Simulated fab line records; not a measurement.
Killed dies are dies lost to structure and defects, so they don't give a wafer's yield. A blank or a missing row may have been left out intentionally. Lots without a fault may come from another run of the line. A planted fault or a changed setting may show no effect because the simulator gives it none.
A struck lot beside a sound one	flow n5Finfet	14 steps out of a route of 1938
Sound: these wafers, L947.4, L947.5. Struck: wafers L963.1, L963.3, L963.4. Last of all comes the cause.
At each step with rows: each side's tool, then ch and its chambers, then its first start. Under that, the readings that differ: sound wafers	struck wafers	difference of the means	sigmas: that difference in standard deviations of wafers without a fault.
alike: same words and numbers on both sides, and readings whose means sit less than 2 such deviations apart. not compared: any withheld reading, any reading some wafer has no value for, any bound like >300 that may hide the same value, and any number with overlapping values for which the record gives no deviation.
A row with sigmas, a row that says differs or no value, or rows on one side alone: a step with any of these is where the two part. When numbers do not overlap yet have no deviation, they are printed without sigmas and do not part them. A reading that every wafer of one side lacks parts them only if that side has two wafers or more.

first, 1 step without rows for these wafers: N5_DUMMY_GATE_UV_OZONE_45 (time 120 s).
N5_DUMMY_GATE_INSPECT_27: inspects for defects (brightfield).
  sound on defectInspect-01, day 4 06:52; struck on defectInspect-01, day 8 07:11
  alike: rawDefectCount
N5_SPACER0_ALD_07: deposits SiNx, target thk 2 nm.
  sound on aldSin-01 ch 1,3, day 4 06:55; struck on aldSin-04 ch 1,2,3, day 8 07:21
  alike: heaterPowerW
N5_SPACER0_ALD_00: deposits SiOCN, target thk 3.5 nm, pulse time 3 s, purge time 2 s.
  sound on aldSin-01 ch 1,3, day 4 07:04; struck on aldSin-04 ch 1,2,3, day 8 07:30
  alike: heaterPowerW, precursorPulseHeightRel
N5_SPACER0_ALD_08: deposits SiNx, target thk 2 nm.
  sound on aldSin-01 ch 1,3, day 4 07:19; struck on aldSin-04 ch 1,2,3, day 8 07:46
  alike: heaterPowerW
N5_SPACER0_INSPECT_04: inspects for defects (darkfield).
  sound on defectInspect-01, day 4 07:28; struck on defectInspect-01, day 8 07:55
reading	sound	struck	difference	sigmas
rawDefectCount	108 84	138 172 171	+64	+2
then, 6 steps without rows for these wafers: N5_SD_EPI_N_COAT_32 (time 60 s, resist thk 350 nm); N5_SD_EPI_N_COAT_33 (time 60 s, resist thk 35 nm); N5_SD_EPI_N_COAT_03 (resist thk 150 nm); N5_SD_EPI_N_EBR_05; N5_SD_EPI_N_SOFTBAKE_04 (time 60 s); N5_SD_EPI_N_EXPOSE_06 (exposes mask SD N BLK, target cd 120 nm).
N5_SD_EPI_N_PEB_07: peb time 60 s.
  sound on lithoTrack-05 ch 0, day 4 07:41; struck on lithoTrack-01, day 8 08:15
  no value came back on the struck wafers for chillPlateTempC (C), exhaustPa (Pa); on the sound wafers chillPlateTempC (C) reads 22.95 22.89
then, 1 step without rows for these wafers: N5_SD_EPI_N_DEVELOP_08 (develop time 30 s).

== WHERE THEY PART ==
Earliest at N5_SPACER0_INSPECT_04; latest, in this record, at N5_SD_EPI_N_PEB_07.

WHY: what the simulator had put in
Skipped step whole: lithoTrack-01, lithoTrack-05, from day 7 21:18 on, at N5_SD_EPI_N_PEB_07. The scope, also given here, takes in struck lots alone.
